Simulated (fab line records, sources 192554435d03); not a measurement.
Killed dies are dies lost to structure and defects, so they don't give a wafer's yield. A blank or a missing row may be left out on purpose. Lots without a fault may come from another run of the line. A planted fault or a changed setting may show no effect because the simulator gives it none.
Split-lot experiment | flow n5_finfet | 7 lots, 39 wafers read, on a route of 1938 steps

THE SPLIT
At N5_BEOL_M1_TRENCH_ETCH_37 (etches SiOC in C4F6/O2, target depth 55.207 nm, time 29 s), the setting target_depth_a was moved away from the recipe's 552.07 angstrom on 9 of the 39 wafers read, by -46.4% to +35.5%. The other wafers ran this setting at the recipe's value.

FROM THE SPLIT TO THE READING: what the file shows between them, 2 steps
- N5_BEOL_M1_ETCH_41: etches SiCN in CH3F/O2, target depth 31.9 nm, time 57.8 s
- N5_BEOL_M1_STRIP_97: strips in N2/H2, time 10 s

THE READING
trench_depth_nm, in nm, at N5_BEOL_M1_OCD_MEAS_38. Fault-free wafers of this fab line usually give 55.1 nm, standard deviation 0.86 nm.

wafer  | tool, chamber at the split | target_depth_a as run, angstrom | against the recipe | trench_depth_nm, nm | against lot-mates on the recipe
L074.1 | rie_diel-01, 0             | 552.07                          | recipe             | 54.2                | -
L074.2 | rie_diel-01, 3             | 552.07                          | recipe             | 56.1                | -
L074.3 | rie_diel-01, 1             | 552.07                          | recipe             | 55.5                | -
L074.4 | rie_diel-01, 2             | 552.07                          | recipe             | 55.2                | -
L074.5 | rie_diel-01, 1             | 552.07                          | recipe             | 54.6                | -
L074.6 | rie_diel-01, 2             | 552.07                          | recipe             | 56.2                | -
L077.1 | rie_diel-03, 3             | 748                             | +35.5%             | 76.3                | +20.2
L077.2 | rie_diel-03, 0             | 748                             | +35.5%             | 75.9                | +19.8
L077.3 | rie_diel-03, 2             | 552.07                          | recipe             | 55.8                | -
L077.4 | rie_diel-03, 0             | 552.07                          | recipe             | 55.7                | -
L077.5 | rie_diel-03, 2             | 748                             | +35.5%             | 74.7                | +18.6
L077.6 | rie_diel-03, 3             | 552.07                          | recipe             | 56.7                | -
L081.1 | rie_diel-06, 0             | 552.07                          | recipe             | 55.8                | -
L081.2 | rie_diel-06, 3             | 552.07                          | recipe             | 56.8                | -
L081.3 | rie_diel-06, 1             | 552.07                          | recipe             | 56.0                | -
L081.4 | rie_diel-06, 2             | 552.07                          | recipe             | 55.4                | -
L081.5 | rie_diel-06, 2             | 552.07                          | recipe             | 54.6                | -
L081.6 | rie_diel-06, 1             | 552.07                          | recipe             | 57.0                | -
L082.1 | rie_diel-01, 3             | 419.2                           | -24.1%             | 42.4                | -13.0
L082.2 | rie_diel-01, 1             | 552.07                          | recipe             | 56.2                | -
L082.3 | rie_diel-01, 0             | 552.07                          | recipe             | 53.8                | -
L082.4 | rie_diel-01, 2             | 419.2                           | -24.1%             | 41.9                | -13.5
L082.5 | rie_diel-01, 3             | 552.07                          | recipe             | 56.3                | -
L082.6 | rie_diel-01, 2             | 419.2                           | -24.1%             | 42.1                | -13.3
L085.1 | rie_diel-01, 2             | 552.07                          | recipe             | 55.6                | -
L085.2 | rie_diel-01, 0             | 552.07                          | recipe             | 53.9                | -
L085.3 | rie_diel-01, 1             | 552.07                          | recipe             | 55.8                | -
L085.4 | rie_diel-01, 3             | 552.07                          | recipe             | 56.0                | -
L085.5 | rie_diel-01, 2             | 552.07                          | recipe             | 55.6                | -
L085.6 | rie_diel-01, 1             | 552.07                          | recipe             | 55.0                | -
L084.2 | rie_diel-01, 2             | 552.07                          | recipe             | 55.1                | -
L084.3 | rie_diel-01, 1             | 552.07                          | recipe             | 55.7                | -
L084.5 | rie_diel-01, 3             | 552.07                          | recipe             | 56.4                | -
L087.1 | rie_diel-06, 2             | 552.07                          | recipe             | 53.9                | -
L087.2 | rie_diel-06, 0             | 295.8                           | -46.4%             | 29.2                | -25.0
L087.3 | rie_diel-06, 3             | 295.8                           | -46.4%             | 29.8                | -24.4
L087.4 | rie_diel-06, 2             | 552.07                          | recipe             | 53.5                | -
L087.5 | rie_diel-06, 3             | 295.8                           | -46.4%             | 29.6                | -24.6
L087.6 | rie_diel-06, 0             | 552.07                          | recipe             | 55.3                | -

THE FIT
A straight line over all 39 wafers: trench_depth_nm changes by +0.561 nm for each +1% of target_depth_a; r = +1.00; the points scatter about the line by 0.85 nm.
The same after taking each lot's own level away (the mean of its wafers on the recipe; 39 wafers): +0.541 nm for each +1%; r = +1.00; scatter 0.74 nm.
On that fit, the largest move of target_depth_a shifts the reading by 25 nm.
The lots' own levels span 54.23 to 56.07 nm, that is 2.1 times the standard deviation above.
So the lot-to-lot level changes the slope little: the two slopes agree.
Check: with one of the wafers moved furthest among these (-46.4%) left out of the fit, the line predicts -25.1 nm for it against its lot-mates. It came out at -25 nm against them.

THE WHOLE CHAIN: every reading that the file lists as answering this split, in the file's order
step                      | what it does                                              | reading                                                                   | change (the file's fit)               | r (the file's)
N5_BEOL_M1_TRENCH_ETCH_37 | etches SiOC in C4F6/O2, target depth 55.207 nm, time 29 s | etch.depth_nm (the simulator's own value, which no gauge read)            | +0.543 nm for each +1% of the setting | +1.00
N5_BEOL_M1_TRENCH_ETCH_37 | etches SiOC in C4F6/O2, target depth 55.207 nm, time 29 s | BEOL_M1.feature_depth_nm (the simulator's own value, which no gauge read) | +0.543 nm for each +1% of the setting | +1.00
N5_BEOL_M1_OCD_MEAS_38    |                                                           | trench_depth_nm                                                           | +0.542 nm for each +1% of the setting | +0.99

THE FILE'S OWN FIT
trench_depth_nm changes by +0.542 nm for each +1% of target_depth_a, r = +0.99.
